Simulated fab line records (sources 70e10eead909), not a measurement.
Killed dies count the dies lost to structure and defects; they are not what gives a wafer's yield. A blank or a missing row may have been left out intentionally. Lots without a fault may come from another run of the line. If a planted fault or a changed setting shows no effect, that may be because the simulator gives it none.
fab line records -- flow nandHarc
record lots=5, wafers=15, lastDay=24
route steps=1159 shown P_CONTACT@217 END@1159
lots that met no fault: from a run of the same line without faults
startH: the number of hours between the record's first day and the start of the first shown wafer of the lot -- waitH: hours since the lot's step before -- " identical to the entry in the row above -- L1.1+2: a row that stands for several wafers -- - no value present, or no start provided -- * or withheld: withheld -- < > ~ a bound
route shown NAME@n: NAME is a module with steps in the file, n the number in the route of the first one -- usual: mean/standard deviation taken from wafers without a fault -- same: alike in all rows -- chamber/n: place in a boat -- sites: the reading at each site -- _std_site: the standard deviation of these -- _edge_site: mean of outer sites minus mean of inner sites -- radiusMm: for every site, how far away it sits from the centre of the wafer -- mask NAME#n: copy n -- behind: the tool/chamber that last shaped the wafer -- hold: reason for holding the lot/hours on hold/outcome of the hold -- device: the n, p or np transistor that did not switch -- end of line: tests of these same wafers at the route's end -- a step given without rows: its recipe and nothing more -- killed: count of dies lost to structure and defects at first sort (not the wafer's yield) -- map: shows each die of a wafer: x if killed, . if not, _ if none is there
set.NAME: the setting as run; set.NAME@STEP: as run at that earlier step -- model.NAME: the simulator's own value behind a step, which no gauge read
lots seen at some steps along the route; tables by step, rows by wafer
services: when a tool's chamber went out of use (startH, in hours from the record's first day, below 0 if earlier), for how many hours, and the reason
## steps
# step NHARC_P_CONTACT_DEP_30
# recipe targetThkA=300, tempC=400, targetThkNm=30, flowSccm=200, rfW=450, material=SiNx
# usual heaterPowerW=664/74
lot.wafer,tool,chamber,startH,waitH,heaterPowerW
L120.3,pecvd-04,2,141.58,0.1,632
L120.1,pecvd-04,0,141.58,0.1,649
L120.5,pecvd-04,2,141.58,0.1,623
L122.1,pecvd-01,1,151.71,0.3,712
L122.6,pecvd-01,1,151.71,0.3,711
L122.4,pecvd-01,0,151.71,0.3,638
L127.3,pecvd-01,1,184.98,0.1,836
L127.1,pecvd-01,2,184.98,0.1,553
L127.6,pecvd-01,2,184.98,0.1,570
L133.2,pecvd-03,1,219.54,0.1,709
L133.6,pecvd-03,2,219.54,0.1,605
L133.5,pecvd-03,0,219.54,0.1,609
L136.1,pecvd-04,0,233.38,0.1,538
L136.3,pecvd-04,1,233.38,0.1,686
L136.5,pecvd-04,2,233.38,0.1,684
# step NHARC_P_CONTACT_DEP_00
# recipe targetThkA=5000, tempC=400, pressureTorr=6.5, rfW=900, teosFlowSccm=161.4, flowSccm=2650, targetThkNm=500, gas=O2, material=SiO2
# usual heaterPowerW=510/72, throttleValvePct=15.8/0.48
lot.wafer,tool,chamber,startH,waitH,heaterPowerW,throttleValvePct
L120.3,pecvd-04,2,-,-,552,16.0
L120.1,pecvd-04,0,-,-,410,15.5
L120.5,pecvd-04,2,-,-,566,15.7
L122.1,pecvd-01,1,-,-,578,15.0
L122.6,pecvd-01,1,-,-,605,14.9
L122.4,pecvd-01,0,-,-,545,16.4
L127.3,pecvd-01,1,-,-,699,15.1
L127.1,pecvd-01,2,-,-,460,16.1
L127.6,pecvd-01,2,-,-,493,16.3
L133.2,pecvd-03,1,-,-,595,15.9
L133.6,pecvd-03,2,-,-,495,16.2
L133.5,pecvd-03,0,-,-,454,16.1
L136.1,pecvd-04,0,-,-,413,15.5
L136.3,pecvd-04,1,-,-,461,15.5
L136.5,pecvd-04,2,-,-,584,15.6
# step NHARC_P_CONTACT_CMP_01
# recipe targetThkNm=200, material=SiO2
# usual motorCurrentA=11.9/0.97
lot.wafer,tool,chamber,startH,waitH,motorCurrentA
L120.1,cmp-03,3,142.29,-,11.0
L120.3,cmp-03,0,142.29,-,10.4
L120.5,cmp-03,1,142.29,-,11.7
L122.1,cmp-02,0,152.49,-,13.0
L122.4,cmp-02,1,152.49,-,11.8
L122.6,cmp-02,3,152.49,-,11.8
L127.3,cmp-04,1,185.74,-,11.4
L127.1,cmp-04,2,185.74,-,12.7
L127.6,cmp-04,0,185.74,-,11.7
L133.2,cmp-03,1,220.24,-,11.2
L133.5,cmp-03,3,220.24,-,11.3
L133.6,cmp-03,0,220.24,-,9.9
L136.1,cmp-03,3,234.14,-,11.0
L136.3,cmp-03,0,234.14,-,10.5
L136.5,cmp-03,2,234.14,-,12.6
# step NHARC_P_CONTACT_SRD_03
# step NHARC_P_CONTACT_DEHYDRATE_04
# recipe tempC=150, timeS=120
# step NHARC_P_CONTACT_HMDS_05
# recipe timeS=30
# step NHARC_P_CONTACT_COAT_33
# recipe tempC=260, timeS=75
# step NHARC_P_CONTACT_COAT_34
# recipe tempC=225, timeS=65
# step NHARC_P_CONTACT_COAT_06
# recipe spinRpm=1500, resistThkNm=90
# step NHARC_P_CONTACT_SOFTBAKE_07
# recipe tempC=105, timeS=55
# step NHARC_P_CONTACT_EBR_08
# step NHARC_P_CONTACT_EXPOSE_09
# recipe na=1.35, targetCdNm=90, doseMj=81.26, maskId=P_CA
lot.wafer,tool,chamber,startH,waitH,mask
L120.1+3+5,arfiScanner-02,0,142.94,-,P_CA#0
L122.1+4+6,arfiScanner-03,0,153.16,-,P_CA_R1#0
L127.1+3+6,arfiScanner-02,0,186.26,-,P_CA#0
L133.2+5+6,arfiScanner-02,0,220.76,-,P_CA#0
L136.1+3+5,arfiScanner-03,0,234.78,-,P_CA#0
# step NHARC_P_CONTACT_PEB_10
# recipe pebTempC=100, pebTimeS=65
# step NHARC_END_SORT_01
# recipe tempC=25
# usual killedAtArray=29/9.4, killedAtOther=0.7/1.3, killedAtPeriphery=2.9/2.1, killedDies=32/9, killedOpen=3.3/1.8, killedShort=1.9/1.4
# same grossDies=677
lot.wafer,tool,chamber,startH,waitH,killedAtArray,killedAtOther,killedAtPeriphery,killedDies,killedOpen,killedShort
L122.1,prober-01,0,487.18,2.5,27,1,1,29,3,0
L122.4,prober-01,0,489.65,3.5,41,5,2,48,5,1
L122.6,prober-01,0,491.29,4.1,40,0,6,46,4,3
L120.1,prober-01,0,495.49,2.5,28,0,0,28,3,2
L120.3,prober-01,0,497.09,3.1,15,0,1,16,2,3
L120.5,prober-01,0,498.69,3.7,18,0,2,20,3,1
L127.1,prober-02,0,511.84,2.5,45,0,2,47,1,2
L127.3,prober-02,0,513.42,3.1,47,0,4,51,3,4
L127.6,prober-02,0,515.79,4.0,33,0,2,35,6,1
L133.2,prober-02,0,564.30,2.8,35,0,2,37,7,0
L133.5,prober-02,0,566.68,3.7,33,0,3,36,4,1
L133.6,prober-02,0,567.47,4.0,38,0,3,41,5,1
L136.1,prober-01,0,571.44,2.5,52,0,3,55,1,0
L136.3,prober-01,0,573.04,3.1,52,0,1,53,1,2
L136.5,prober-01,0,574.64,3.7,48,0,3,51,4,1
# killed by level:class
L122.1 A_SLIT:chamberFilmFlake=10 A_CHANNEL_HOLE_D1:chamberFilmFlake=7 A_STAIRCASE:chamberFilmFlake=4 A_CONTACT:chamberFilmFlake=3 A_WL_FILL:geometricParticle:open=1 A_CONTACT:geometricParticle:open=1 A_M0:geometricParticle:open=1 P_CONTACT:chamberFilmFlake=1
L122.4 A_CHANNEL_HOLE_D1:chamberFilmFlake=14 A_SLIT:chamberFilmFlake=11 A_STAIRCASE:chamberFilmFlake=8 A_CONTACT:chamberFilmFlake=4 THIN_TSV:chamberFilmFlake=4 P_M0:geometricParticle:open=2 A_CHANNEL_FILL_D1:geometricParticle:open=1 A_SGD_CUT:geometricParticle:open=1
L122.6 A_CHANNEL_HOLE_D1:chamberFilmFlake=17 A_SLIT:chamberFilmFlake=10 A_STAIRCASE:chamberFilmFlake=4 A_CONTACT:geometricParticle:open=3 P_ZERO_WELL:chamberFilmFlake=3 A_WL_FILL:chamberFilmFlake=2 P_GATE:geometricParticle:open=1 P_CONTACT:geometricParticle:short=1
L120.1 A_CHANNEL_HOLE_D1:chamberFilmFlake=7 A_STAIRCASE:chamberFilmFlake=5 A_SGD_CUT:chamberFilmFlake=4 A_WL_FILL:chamberFilmFlake=3 A_CONTACT:chamberFilmFlake=3 A_ONON_D1:geometricParticle:short=1 A_ONON_D1:geometricParticle:open=1 A_WL_FILL:geometricParticle:short=1
L120.3 A_CHANNEL_HOLE_D1:chamberFilmFlake=6 A_CONTACT:chamberFilmFlake=3 A_CONTACT:geometricParticle:open=2 A_STAIRCASE:chamberFilmFlake=2 P_M0:geometricParticle:short=1 A_CONTACT:geometricParticle:short=1 A_M0:geometricParticle:short=1
L120.5 A_CHANNEL_HOLE_D1:chamberFilmFlake=4 A_STAIRCASE:chamberFilmFlake=4 A_SGD_CUT:chamberFilmFlake=4 A_CONTACT:chamberFilmFlake=2 P_M0:geometricParticle:open=1 P_M1:geometricParticle:open=1 A_ONON_D1:geometricParticle:short=1 A_ONON_D1:geometricParticle:open=1
L127.1 A_CHANNEL_HOLE_D1:chamberFilmFlake=16 A_SLIT:chamberFilmFlake=14 A_STAIRCASE:chamberFilmFlake=8 A_CONTACT:chamberFilmFlake=5 P_M0:geometricParticle:short=1 A_WL_FILL:geometricParticle:short=1 A_M1:geometricParticle:open=1 P_BONDPAD:chamberFilmFlake=1
L127.3 A_SLIT:chamberFilmFlake=21 A_CHANNEL_HOLE_D1:chamberFilmFlake=8 A_STAIRCASE:chamberFilmFlake=6 A_CONTACT:chamberFilmFlake=6 P_M0:geometricParticle:open=1 A_ONON_D1:geometricParticle:short=1 A_CHANNEL_FILL_D1:geometricParticle:open=1 A_SGD_CUT:geometricParticle:short=1
L127.6 A_CHANNEL_HOLE_D1:chamberFilmFlake=13 A_SLIT:chamberFilmFlake=10 A_ONON_D1:geometricParticle:open=3 A_STAIRCASE:chamberFilmFlake=2 P_CONTACT:geometricParticle:open=1 A_SGD_CUT:geometricParticle:open=1 A_WL_FILL:geometricParticle:short=1 A_WL_FILL:geometricParticle:open=1
L133.2 A_SLIT:chamberFilmFlake=17 A_CONTACT:chamberFilmFlake=7 A_CHANNEL_HOLE_D1:chamberFilmFlake=6 P_CONTACT:geometricParticle:open=2 A_M1:geometricParticle:open=2 A_CHANNEL_HOLE_D1:geometricParticle:open=1 A_WL_FILL:geometricParticle:open=1 A_CONTACT:geometricParticle:open=1
L133.5 A_SLIT:chamberFilmFlake=14 A_CHANNEL_HOLE_D1:chamberFilmFlake=10 A_CONTACT:chamberFilmFlake=3 A_WL_FILL:chamberFilmFlake=2 P_GATE:geometricParticle:open=1 P_M2:geometricParticle:open=1 A_CONTACT:geometricParticle:short=1 A_CONTACT:geometricParticle:open=1
L133.6 A_SLIT:chamberFilmFlake=20 A_CHANNEL_HOLE_D1:chamberFilmFlake=10 A_CONTACT:chamberFilmFlake=4 A_CONTACT:geometricParticle:open=2 P_CONTACT:geometricParticle:open=1 P_M0:geometricParticle:short=1 P_M1:geometricParticle:open=1 A_SOURCE_PLATE:geometricParticle:open=1
L136.1 A_CHANNEL_HOLE_D1:chamberFilmFlake=28 A_SLIT:chamberFilmFlake=22 A_M0:geometricParticle:open=1 P_ZERO_WELL:chamberFilmFlake=1 P_STI:chamberFilmFlake=1 P_GATE:chamberFilmFlake=1 A_WL_FILL:chamberFilmFlake=1
L136.3 A_CHANNEL_HOLE_D1:chamberFilmFlake=24 A_SLIT:chamberFilmFlake=24 P_GATE:geometricParticle:open=1 A_CHANNEL_FILL_D1:geometricParticle:short=1 A_M0:geometricParticle:short=1 A_STAIRCASE:chamberFilmFlake=1 A_CONTACT:chamberFilmFlake=1
L136.5 A_CHANNEL_HOLE_D1:chamberFilmFlake=24 A_SLIT:chamberFilmFlake=20 P_ZERO_WELL:chamberFilmFlake=2 P_M1:geometricParticle:open=1 A_CHANNEL_HOLE_D1:geometricParticle:open=1 A_SGD_CUT:geometricParticle:open=1 A_BLC:geometricParticle:open=1 A_M0:geometricParticle:short=1
## services
tool,chamber,startH,hours,kind
cmp-04,-,119.07,1.1,repair
cmp-02,-,128.54,4.0,pm
pecvd-03,-,129.03,1.9,repair
cmp-04,-,130.37,0.8,repair
arfiScanner-03,-,140.00,4.0,pm
cmp-02,-,150.04,0.4,repair
cmp-03,-,156.00,4.0,pm
cmp-03,-,160.00,-,consumableReplace:conditioner
cmp-03,-,160.00,-,consumableReplace:pad
cmp-03,-,179.84,1.4,repair
cmp-03,-,185.86,1.9,repair
pecvd-04,-,188.84,1.5,repair
arfiScanner-02,0,191.11,-,calibration
pecvd-04,-,195.27,13.0,pm
pecvd-04,0,195.27,13.0,ventCycle
pecvd-04,1,195.27,13.0,ventCycle
pecvd-04,2,195.27,13.0,ventCycle
cmp-04,-,203.00,4.0,pm
pecvd-04,0,208.27,-,clean
pecvd-04,1,208.27,-,clean
pecvd-04,2,208.27,-,clean
cmp-03,-,211.78,0.3,repair
arfiScanner-03,-,216.79,1.1,repair
cmp-02,-,226.54,4.0,pm
## key
firstSign step=NHARC_P_CONTACT_EXPOSE_09, reading=mask, direction=changed
effect none on later readings
metAt NHARC_P_CONTACT_EXPOSE_09
struckWafers L122.1,L122.4,L122.6
testerLeftOut L122
fault kind=wrongMask, tool=any, chamber=-, onsetH=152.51, steps=NHARC_P_CONTACT_EXPOSE_09, auxCopy=P_CA_R1#0, cdOffsetNm=1.0845, scope=struckLotsOnly
# testerLeftOut: of these lots the tester's yield and bins aren't shown, on N5 and GAA mostly nor the transistor test; their killed dies are dies lost to structure and defects alone, not to doping, threshold or leakage, so they don't give the yield
